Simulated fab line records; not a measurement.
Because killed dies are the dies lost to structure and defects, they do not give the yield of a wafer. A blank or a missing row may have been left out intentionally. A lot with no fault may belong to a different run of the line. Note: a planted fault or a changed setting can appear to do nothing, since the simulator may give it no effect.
Comparing a struck lot with a sound one :: flow n5-finfet :: 14 out of 1938 route steps
Sound: wafers L856.1, L856.2, L856.6. Struck: wafer L863.5 (L863.1, L863.6, from the same lot, were not struck and are left out); the cause is given at the end.
Order at every step that has rows: each side's tool, ch and its chambers, its first start. Under that, the readings that differ: sound wafers :: struck wafers :: difference of the means :: sigmas: that difference in standard deviations of wafers without a fault.
alike: a reading whose means differ by less than 2 such deviations, as well as words and numbers matching on both sides. not compared: withheld readings; readings where some wafer has no value; bounds like >300 that might hide an equal value; numbers whose values overlap and for which the record gives no deviation.
Wherever a step has rows on one side only, a row that says differs or no value, or a row with sigmas, the two part there. When numbers do not overlap yet have no deviation, they are printed without sigmas and do not part them. Lack of a reading on every wafer of one side parts them only where that side has two or more wafers.

first, 2 steps without rows for these wafers: N5_BEOL_M14_PRECLEAN_39 (cleans in residue remover, time 60 s); N5_BEOL_M14_SRD_40 (time 30 s, dry time 30 s).
N5_BEOL_M14_DEGAS_41: time 60 s.
  struck on pvd-sputter-01, day 12 22:47; sound on pvd-sputter-01, day 10 16:49
  alike: heater-power-w, susceptor-temp-C
N5_BEOL_M14_PRE_CLEAN_42: time 30 s.
  struck on pvd-sputter-01, day 12 22:50; sound on pvd-sputter-01, day 10 16:51
  alike: heater-power-w, susceptor-temp-C
N5_BEOL_M14_SPUTTER_43: material TaN, target thk 15 nm, time 24.19 s.
  struck on pvd-sputter-01, day 12 22:52; sound on pvd-sputter-01, day 10 16:53
  alike: chamber-pressure-pa, susceptor-temp-C, throttle-valve-pct
N5_BEOL_M14_SPUTTER_44: material Ta, target thk 15 nm, time 24.19 s.
  struck on pvd-sputter-01, day 12 22:58; sound on pvd-sputter-01, day 10 16:58
  alike: chamber-pressure-pa, susceptor-temp-C, throttle-valve-pct
then, 2 steps without rows for these wafers: N5_BEOL_M14_SPUTTER_45 (material Cu, target thk 100 nm, time 16.67 s); N5_BEOL_M14_ECD_47 (material Cu, target thk 1248 nm).
N5_BEOL_M14_ANNEAL_48: time 90 s.
  sound on rtp-anneal-01 ch 0, day 10 17:21; struck on rtp-anneal-02 ch 0, day 12 23:22
  alike: wafer_temp_C_max
then, 1 step without rows for these wafers: N5_BEOL_M14_CMP_49 (polishes, stops on SiO2, t overpolish 5.2 s, target thk 560 nm).
N5_BEOL_M14_THK_MEAS_50: measures by xrf.
  struck on film-metro-02, day 12 23:58; sound on film-metro-01, day 10 17:58
  alike: M14_THK
then, 1 step without rows for these wafers: N5_BEOL_M14_PRE_CLEAN_52 (time 15 s).
N5_BEOL_M14_DEP_53: deposits SiCN from 3MS/NH3, target thk 50 nm, time 17.8 s.
  sound on pecvd-01 ch 0,1,2, day 10 18:01; struck on pecvd-01 ch 0, day 13 00:01
reading: model.SiCN_of_BEOL_M14_DEP_53.thk-nm (nm)
sound: 49.2 50 50.6
struck: 48.4
difference: -1.5
sigmas: 
  alike: showerhead-plenum-p-Torr, throttle-valve-pct
N5_BEOL_M14_RS_MEAS_54: measurement is done with a four-point probe.
  struck on film-metro-01, day 13 00:05; sound on film-metro-01, day 10 18:05
  alike: M14_RS

## WHERE THEY PART
Nowhere in this record.

WHY: what the simulator had put in
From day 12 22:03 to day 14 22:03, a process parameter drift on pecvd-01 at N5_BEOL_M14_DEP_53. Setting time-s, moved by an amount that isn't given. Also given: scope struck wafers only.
